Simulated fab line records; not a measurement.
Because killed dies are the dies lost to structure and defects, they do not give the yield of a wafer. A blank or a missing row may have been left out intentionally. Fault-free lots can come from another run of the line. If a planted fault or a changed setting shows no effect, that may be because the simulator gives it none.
Matching of chambers | flow n5_finfet | 4 sister chambers for N5_MOL_CONTACT_COAG_ETCHBACK_134 on rie_diel-04
The step etches SiO2 in CHF3, target depth 10 nm, time 6.7 s. 4 wafers are shown with their chamber, then 8 later ones without.

## WAFERS, EACH WITH ITS CHAMBER
wafer  | chamber | showerhead_plenum_p_Torr (Torr)
L075.6 | 1       | 2.47
L079.6 | 3       | 2.26
L083.1 | 2       | 2.33
L087.1 | 0       | 2.26

## WAFERS WITH NO CHAMBER GIVEN
wafer  | showerhead_plenum_p_Torr (Torr)
L087.2 | 2.46
L087.6 | 2.27
L090.2 | 2.26
L090.3 | 2.46
L090.4 | 2.32
L091.1 | 2.46
L091.3 | 2.25
L091.4 | 2.26

## EACH ONE'S CHAMBER
wafer  | from the rows above     | in truth
L087.2 | 1                       | 1
L087.6 | can't be placed: 0 or 3 | 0
L090.2 | can't be placed: 0 or 3 | 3
L090.3 | 1                       | 1
L090.4 | 2                       | 2
L091.1 | 1                       | 1
L091.3 | can't be placed: 0 or 3 | 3
L091.4 | can't be placed: 0 or 3 | 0
Correct placement for 4 of the 8. Can't be placed from these rows: 4 (the true chamber is among the candidates in 4). Wrongly placed: 0.
How it was worked out, from the rows above alone: a wafer's distance from a chamber is the root of the sum, over the readings, of the square of ((its reading less the chamber's mean) divided by the reading's scatter). The wafer belongs to the nearest chamber; if the next one is less than 2 further off, it can't be placed. A chamber's mean is the mean of its shown wafers. The scatter (one wafer shown for each chamber): square how far every hidden wafer sits from the nearest shown wafer, average those squares and take the square root.
